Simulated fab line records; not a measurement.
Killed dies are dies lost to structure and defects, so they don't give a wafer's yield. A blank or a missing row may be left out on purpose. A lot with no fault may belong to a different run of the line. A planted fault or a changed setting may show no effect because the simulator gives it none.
Chamber matching :: flow nand_harc :: NHARC_P_CONTACT_ETCH_31 on rie_diel-04 has 4 sister chambers
The step etches the open film in CH3F/O2, target depth 30 nm, time 85.7 s. 4 wafers are shown with their chamber, then 8 later ones without.

== WAFERS, EACH WITH ITS CHAMBER ==
wafer: L424.3
chamber: 1
showerhead_plenum_p_Torr (Torr): 2.61

wafer: L434.5
chamber: 3
showerhead_plenum_p_Torr (Torr): 2.41

wafer: L434.6
chamber: 2
showerhead_plenum_p_Torr (Torr): 2.63

wafer: L438.2
chamber: 0
showerhead_plenum_p_Torr (Torr): 2.41

== WAFERS WHOSE CHAMBER IS MISSING ==
wafer: L438.5
showerhead_plenum_p_Torr (Torr): 2.61

wafer: L438.6
showerhead_plenum_p_Torr (Torr): 2.41

wafer: L439.2
showerhead_plenum_p_Torr (Torr): 2.41

wafer: L439.3
showerhead_plenum_p_Torr (Torr): 2.41

wafer: L439.5
showerhead_plenum_p_Torr (Torr): 2.41

wafer: L440.1
showerhead_plenum_p_Torr (Torr): 2.41

wafer: L440.4
showerhead_plenum_p_Torr (Torr): 2.62

wafer: L440.6
showerhead_plenum_p_Torr (Torr): 2.61

== EACH ONE'S CHAMBER ==
wafer: L438.5
from the rows above: 1
in truth: 1

wafer: L438.6
from the rows above: can't be placed: 0 or 3
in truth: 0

wafer: L439.2
from the rows above: can't be placed: 0 or 3
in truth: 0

wafer: L439.3
from the rows above: can't be placed: 0 or 3
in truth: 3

wafer: L439.5
from the rows above: can't be placed: 0 or 3
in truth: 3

wafer: L440.1
from the rows above: can't be placed: 0 or 3
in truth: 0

wafer: L440.4
from the rows above: can't be placed: 2 or 1
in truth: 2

wafer: L440.6
from the rows above: 1
in truth: 1
2 of 8 placed correctly. Cannot be placed on the basis of these rows: 6; the candidates contain the true chamber in 6. Wrongly placed: 0.
How it was worked out, from the rows above alone: a wafer's distance from a chamber is the root of the sum, over the readings, of the square of ((its reading less the chamber's mean) divided by the reading's scatter). The wafer belongs to the nearest chamber; if the next one is less than 2 further off, it can't be placed. The mean given for a chamber averages the wafers shown for that chamber. The scatter: root of mean squared gap, hidden wafer to nearest shown wafer, with one shown wafer a chamber.
